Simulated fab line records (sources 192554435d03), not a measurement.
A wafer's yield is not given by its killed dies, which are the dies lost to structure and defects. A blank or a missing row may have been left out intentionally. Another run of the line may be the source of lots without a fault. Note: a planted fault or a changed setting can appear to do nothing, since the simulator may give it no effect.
Matching of chambers || flow n5_finfet || N5_BEOL_M3_PRE_CLEAN_60 on cvd_co-01: 3 sister chambers
The step time 15 s. 3 wafers are shown with their chamber, then 12 later ones without.

EACH WAFER AND ITS CHAMBER
{"wafer": "L087.3", "chamber": 1, "heater_power_w (W)": 97}
{"wafer": "L085.5", "chamber": 2, "heater_power_w (W)": 92}
{"wafer": "L085.6", "chamber": 0, "heater_power_w (W)": 65}

WAFERS WITHOUT THEIR CHAMBER
{"wafer": "L088.3", "heater_power_w (W)": 91}
{"wafer": "L088.5", "heater_power_w (W)": 89}
{"wafer": "L088.6", "heater_power_w (W)": 98}
{"wafer": "L092.3", "heater_power_w (W)": 91}
{"wafer": "L092.4", "heater_power_w (W)": 67}
{"wafer": "L092.5", "heater_power_w (W)": 98}
{"wafer": "L096.4", "heater_power_w (W)": 98}
{"wafer": "L096.5", "heater_power_w (W)": 66}
{"wafer": "L096.6", "heater_power_w (W)": 89}
{"wafer": "L097.1", "heater_power_w (W)": 98}
{"wafer": "L097.3", "heater_power_w (W)": 67}
{"wafer": "L097.4", "heater_power_w (W)": 67}

CHAMBER TAKEN BY EACH
{"wafer": "L088.3", "from the rows above": 2, "in truth": 2}
{"wafer": "L088.5", "from the rows above": 2, "in truth": 2}
{"wafer": "L088.6", "from the rows above": 1, "in truth": 1}
{"wafer": "L092.3", "from the rows above": 2, "in truth": 2}
{"wafer": "L092.4", "from the rows above": 0, "in truth": 0}
{"wafer": "L092.5", "from the rows above": 1, "in truth": 1}
{"wafer": "L096.4", "from the rows above": 1, "in truth": 1}
{"wafer": "L096.5", "from the rows above": 0, "in truth": 0}
{"wafer": "L096.6", "from the rows above": 2, "in truth": 2}
{"wafer": "L097.1", "from the rows above": 1, "in truth": 1}
{"wafer": "L097.3", "from the rows above": 0, "in truth": 0}
{"wafer": "L097.4", "from the rows above": 0, "in truth": 0}
12 of 12 placed correctly. Number that these rows cannot place: 0. Number placed wrongly: 0.
How it was worked out, from the rows above alone: a wafer's distance from a chamber is the root of the sum, over the readings, of the square of ((its reading less the chamber's mean) divided by the reading's scatter). The wafer belongs to the nearest chamber; if the next one is less than 2 further off, it can't be placed. The mean given for a chamber averages the wafers shown for that chamber. The scatter: root of mean squared gap, hidden wafer to nearest shown wafer, with one shown wafer a chamber.
